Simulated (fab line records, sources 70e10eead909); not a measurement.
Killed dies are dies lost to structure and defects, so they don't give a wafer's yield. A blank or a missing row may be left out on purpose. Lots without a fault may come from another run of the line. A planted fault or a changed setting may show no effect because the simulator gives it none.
Which tool did it? | flow nand_harc | 11 lots, 33 wafers sampled, at 5 steps of a route of 1302

WHAT THE GAUGES READ, wafer by wafer
NHARC_END_SORT_01.
lot  | measured     | on        | killed_at_array | killed_at_other | killed_at_periphery | killed_dies | killed_open | killed_short
L573 | day 25 03:58 | prober-01 | 672 674 675     | 4 2 0           | 1 1 2               | 677 677 677 | 4 4 2       | 4 5 2
L574 | day 26 00:52 | prober-02 | 674 673 674     | 1 1 2           | 2 3 1               | 677 677 677 | 2 5 4       | 1 3 2
L580 | day 28 05:04 | prober-02 | 667 669 673     | 0 0 0           | 10 8 4              | 677 677 677 | 3 4 4       | 2 6 1

WHICH TOOL RAN EACH LOT (tool, then ch and the chambers of the sampled wafers, then the start)
lot  | NHARC_A_CHANNEL_HOLE_D2_DEP_00                                  | NHARC_A_CHANNEL_HOLE_D2_DESCUM_15  | NHARC_A_CHANNEL_HOLE_D2_ETCH_16               | NHARC_A_CHANNEL_HOLE_D2_ETCH_20
L570 | acl_dep-01 ch 0, day 13 01:25                                   | rie_diel-11 ch 0,2, day 13 03:55   | rie_diel-11 ch 0,2, day 13 04:43              | har_etch-02 ch 0,1, day 13 05:50
L572 | acl_dep-01 ch 0, day 13 23:14                                   | rie_diel-11 ch 1,2, day 14 02:04   | rie_diel-11 ch 0,3, day 14 05:34 or earlier   | har_etch-01 ch 0,1, day 14 05:34
L573 | acl_dep-02 ch 0, day 13 23:40                                   | rie_diel-02 ch 0,3, day 14 04:59   | rie_diel-02 ch 0,3, day 14 06:37 or earlier   | har_etch-02 ch 1, day 14 06:37
L574 | acl_dep-03 ch 0, day 14 13:25                                   | rie_diel-11 ch 0,1,3, day 14 18:44 | rie_diel-11 ch 2,3, day 14 20:02 or earlier   | har_etch-01 ch 0, day 14 20:02
L571 | acl_dep-02 ch 0, day 15 22:32                                   | rie_diel-02 ch 0,2,3, day 16 01:44 | rie_diel-02 ch 1,2,3, day 16 03:04 or earlier | har_etch-02 ch 0,1, day 16 03:04
L580 | acl_dep-03 ch 0, day 16 19:22 and acl_dep-01 ch 0, day 16 21:36 | rie_diel-02 ch 1,2, day 17 00:23   | rie_diel-02 ch 0,2,3, day 17 01:41 or earlier | har_etch-01 ch 0,1, day 17 01:41
L585 | acl_dep-02 ch 0, day 19 08:29                                   | rie_diel-02 ch 0,3, day 19 11:22   | rie_diel-02 ch 1,2,3, day 19 14:45 or earlier | har_etch-01 ch 0,1, day 19 14:45
L589 | acl_dep-02 ch 0, day 20 19:08                                   | rie_diel-03 ch 2,3, day 20 21:20   | rie_diel-03 ch 0,1,3, day 20 22:44 or earlier | har_etch-01 ch 0,1, day 20 22:44
L590 | acl_dep-02 ch 0, day 21 16:22                                   | rie_diel-02 ch 1,2, day 21 19:03   | rie_diel-02 ch 0,3, day 21 20:20 or earlier   | har_etch-02 ch 0, day 21 20:20
L591 | acl_dep-03 ch 0, day 21 17:11                                   | rie_diel-02 ch 1,2,3, day 21 20:04 | rie_diel-02 ch 0,1,3, day 21 22:27 or earlier | har_etch-01 ch 0,1, day 21 22:27
L592 | acl_dep-02 ch 0, day 21 18:15                                   | rie_diel-11 ch 2,3, day 21 20:56   | rie_diel-11 ch 1,2,3, day 22 00:31 or earlier | har_etch-02 ch 0, day 22 00:31
- NHARC_A_CHANNEL_HOLE_D2_DEP_00: deposits aC, target thk 3100 nm.
- NHARC_A_CHANNEL_HOLE_D2_DESCUM_15: chemistry O2, time 3 s.
- NHARC_A_CHANNEL_HOLE_D2_ETCH_16: etches the open film in O2/COS, target depth 3100 nm, time 806 s.
- NHARC_A_CHANNEL_HOLE_D2_ETCH_20: etches the open film in C4F8/O2/Ar, time 361.9 s, target depth 1600 nm.

WHAT THE TOOLS THEMSELVES READ (means of the sampled wafers that have a number; where no wafer has one, the mark that the record gives instead)
NHARC_A_CHANNEL_HOLE_D2_DEP_00.
lot  | tool                  | throttle_valve_pct (%)
L570 | acl_dep-01            | 35.001
L572 | acl_dep-01            | 34.999
L573 | acl_dep-02            | 35.003
L574 | acl_dep-03            | 34.995
L571 | acl_dep-02            | 34.998
L580 | acl_dep-03/acl_dep-01 | 34.995
L585 | acl_dep-02            | 34.992
L589 | acl_dep-02            | 35.000
L590 | acl_dep-02            | 34.994
L591 | acl_dep-03            | 34.990
L592 | acl_dep-02            | 35.000

NHARC_A_CHANNEL_HOLE_D2_DESCUM_15.
lot  | tool        | drypump_motor_current_A (A) | o2_flow_sccm (sccm) | oes_product_au (a.u.) | rf_vpp_V (V) | showerhead_plenum_p_Torr (Torr) | throttle_valve_pct (%)
L570 | rie_diel-11 | 5.7                         | 199.7               | 1.009                 | 58.0         | 1.88                            | 11.310
L572 | rie_diel-11 | 5.4                         | 199.6               | 1.001                 | 57.6         | 1.96                            | 11.314
L573 | rie_diel-02 | 6.1                         | 199.7               | 1.013                 | 57.2         | 1.96                            | 11.319
L574 | rie_diel-11 | 5.8                         | 199.8               | 0.989                 | 57.2         | 1.89                            | 11.302
L571 | rie_diel-02 | 6.1                         | 200.0               | 1.002                 | 57.6         | 1.98                            | 11.317
L580 | rie_diel-02 | 6.1                         | 200.1               | 1.014                 | 58.1         | 1.95                            | 11.316
L585 | rie_diel-02 | 6.1                         | 199.6               | 1.013                 | 57.9         | 1.96                            | 11.307
L589 | rie_diel-03 | 5.6                         | 199.7               | 0.995                 | 58.0         | 1.87                            | 11.315
L590 | rie_diel-02 | 6.1                         | 200.1               | 1.004                 | 58.4         | 1.97                            | 11.310
L591 | rie_diel-02 | 6.1                         | 199.6               | 1.003                 | 57.7         | 1.95                            | 11.308
L592 | rie_diel-11 | 5.9                         | 200.3               | 0.999                 | 58.2         | 1.93                            | 11.312

NHARC_A_CHANNEL_HOLE_D2_ETCH_16.
lot  | tool        | drypump_motor_current_A (A) | o2_flow_sccm (sccm) | oes_product_au (a.u.) | rf_vpp_V (V) | showerhead_plenum_p_Torr (Torr) | throttle_valve_pct (%)
L570 | rie_diel-11 | 5.7                         | 400.9               | 1.004                 | 313.3        | 3.08                            | 28.331
L572 | rie_diel-11 | 5.9                         | 399.4               | 0.995                 | 311.9        | 3.03                            | 28.341
L573 | rie_diel-02 | 6.0                         | 399.3               | 1.005                 | 315.9        | 3.24                            | 28.328
L574 | rie_diel-11 | 6.2                         | 401.7               | 1.001                 | 313.8        | 3.12                            | 28.332
L571 | rie_diel-02 | 6.1                         | 400.0               | 1.002                 | 314.9        | 3.19                            | 28.324
L580 | rie_diel-02 | 6.1                         | 400.7               | 1.001                 | 316.4        | 3.23                            | 28.333
L585 | rie_diel-02 | 6.1                         | 400.3               | 1.010                 | 315.1        | 3.19                            | 28.329
L589 | rie_diel-03 | 5.6                         | 400.2               | 1.005                 | 316.0        | 3.29                            | 28.331
L590 | rie_diel-02 | 6.1                         | 400.7               | 1.005                 | 315.0        | 3.20                            | 28.323
L591 | rie_diel-02 | 6.1                         | 400.0               | 1.010                 | 316.1        | 3.19                            | 28.335
L592 | rie_diel-11 | 5.8                         | 400.5               | 0.989                 | 315.1        | 3.15                            | 28.329

NHARC_A_CHANNEL_HOLE_D2_ETCH_20.
lot  | tool        | drypump_motor_current_A (A) | o2_flow_sccm (sccm) | showerhead_plenum_p_Torr (Torr) | throttle_valve_pct (%)
L570 | har_etch-02 | 5.5                         | 35.75               | 3.66                            | 32.164
L572 | har_etch-01 | 5.9                         | 35.63               | 3.62                            | 32.149
L573 | har_etch-02 | 5.1                         | 35.85               | 3.66                            | 32.156
L574 | har_etch-01 | 6.2                         | 35.72               | 3.55                            | 32.150
L571 | har_etch-02 | 5.5                         | 35.68               | 3.64                            | 32.163
L580 | har_etch-01 | 6.1                         | 35.76               | 3.56                            | 32.149
L585 | har_etch-01 | 6.1                         | 35.80               | 3.54                            | 32.145
L589 | har_etch-01 | 6.0                         | 35.68               | 3.56                            | 32.157
L590 | har_etch-02 | 6.4                         | 35.66               | 3.60                            | 32.153
L591 | har_etch-01 | 6.1                         | 35.76               | 3.52                            | 32.157
L592 | har_etch-02 | 6.5                         | 35.67               | 3.60                            | 32.157

THE ANSWER, worked out from the rows above alone
Rule: what is usual is taken from the lots themselves. Put in order of their means at a reading, lots are off if they are a third of the lots or fewer, leave a main group of 4 or more, and stand apart from it by a gap of 3 or more times the standard deviation of the main group's means; of several such gaps the widest counts. A main group whose means are all the same, to the digits that the tables above print for the reading, isn't used. A lot without any number at a reading at which 4 lots or more have one is off too. The other lots that the step has rows for count as sound. The gauges are gone through in route order, then the tools' own readings, and for those a lot's mean is taken as printed above. The first step at which some lot is off is used, and at that step the reading that is off furthest; a lot without a number counts as furthest.
No lot is off at any reading shown: from this, nothing can be told.

WHAT THE SIMULATOR HAD PUT IN
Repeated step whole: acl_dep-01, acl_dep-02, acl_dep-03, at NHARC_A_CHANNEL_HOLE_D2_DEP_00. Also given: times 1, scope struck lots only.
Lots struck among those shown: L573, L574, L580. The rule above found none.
